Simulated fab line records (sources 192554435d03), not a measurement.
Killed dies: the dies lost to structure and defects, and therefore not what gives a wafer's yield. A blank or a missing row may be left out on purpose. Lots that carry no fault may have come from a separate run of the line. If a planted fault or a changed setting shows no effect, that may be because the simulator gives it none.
Matching of chambers / flow n5Finfet / N5_BEOL_M10_DESCUM_33 on rieDiel-05: 4 sister chambers
The step chemistry O2, time 7.9 s. 8 wafers are shown with their chamber, then 9 later ones without.

== EACH WAFER AND ITS CHAMBER ==
wafer=L642.1; chamber=1; throttleValvePct (%)=20.67; showerheadPlenumPTorr (Torr)=2.11
wafer=L642.4; chamber=2; throttleValvePct (%)=20.19; showerheadPlenumPTorr (Torr)=2.16
wafer=L643.2; chamber=3; throttleValvePct (%)=20.43; showerheadPlenumPTorr (Torr)=2.22
wafer=L643.5; chamber=2; throttleValvePct (%)=20.22; showerheadPlenumPTorr (Torr)=2.16
wafer=L643.6; chamber=3; throttleValvePct (%)=20.42; showerheadPlenumPTorr (Torr)=2.22
wafer=L651.1; chamber=0; throttleValvePct (%)=20.78; showerheadPlenumPTorr (Torr)=2.09
wafer=L651.5; chamber=1; throttleValvePct (%)=20.68; showerheadPlenumPTorr (Torr)=2.10
wafer=L651.6; chamber=0; throttleValvePct (%)=20.78; showerheadPlenumPTorr (Torr)=2.09

== WAFERS WHOSE CHAMBER IS MISSING ==
wafer=L653.1; throttleValvePct (%)=20.70; showerheadPlenumPTorr (Torr)=2.10
wafer=L653.2; throttleValvePct (%)=20.25; showerheadPlenumPTorr (Torr)=2.15
wafer=L653.6; throttleValvePct (%)=20.46; showerheadPlenumPTorr (Torr)=2.21
wafer=L656.1; throttleValvePct (%)=20.46; showerheadPlenumPTorr (Torr)=2.21
wafer=L656.2; throttleValvePct (%)=20.24; showerheadPlenumPTorr (Torr)=2.15
wafer=L656.3; throttleValvePct (%)=20.72; showerheadPlenumPTorr (Torr)=2.10
wafer=L659.1; throttleValvePct (%)=20.24; showerheadPlenumPTorr (Torr)=2.15
wafer=L659.3; throttleValvePct (%)=20.82; showerheadPlenumPTorr (Torr)=2.09
wafer=L659.5; throttleValvePct (%)=20.71; showerheadPlenumPTorr (Torr)=2.10

== THE CHAMBER EACH PASSED THROUGH ==
wafer=L653.1; from the rows above=1; in truth=1
wafer=L653.2; from the rows above=2; in truth=2
wafer=L653.6; from the rows above=3; in truth=3
wafer=L656.1; from the rows above=3; in truth=3
wafer=L656.2; from the rows above=2; in truth=2
wafer=L656.3; from the rows above=can't be placed: 1 or 0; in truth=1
wafer=L659.1; from the rows above=2; in truth=2
wafer=L659.3; from the rows above=0; in truth=0
wafer=L659.5; from the rows above=1; in truth=1
Correctly placed: 8 of 9. These rows do not allow placing 1 (true chamber among the candidates in 1). 0 placed wrongly.
How it was worked out, from the rows above alone: a wafer's distance from a chamber is the root of the sum, over the readings, of the square of ((its reading less the chamber's mean) divided by the reading's scatter). If the next closest chamber is less than 2 further off than the closest, the wafer can't be placed; otherwise it belongs to the closest. The mean given for a chamber averages the wafers shown for that chamber. The scatter: take each reading less its chamber's mean, square it, sum over the shown wafers, divide by the number of wafers less the number of chambers, and take the root.
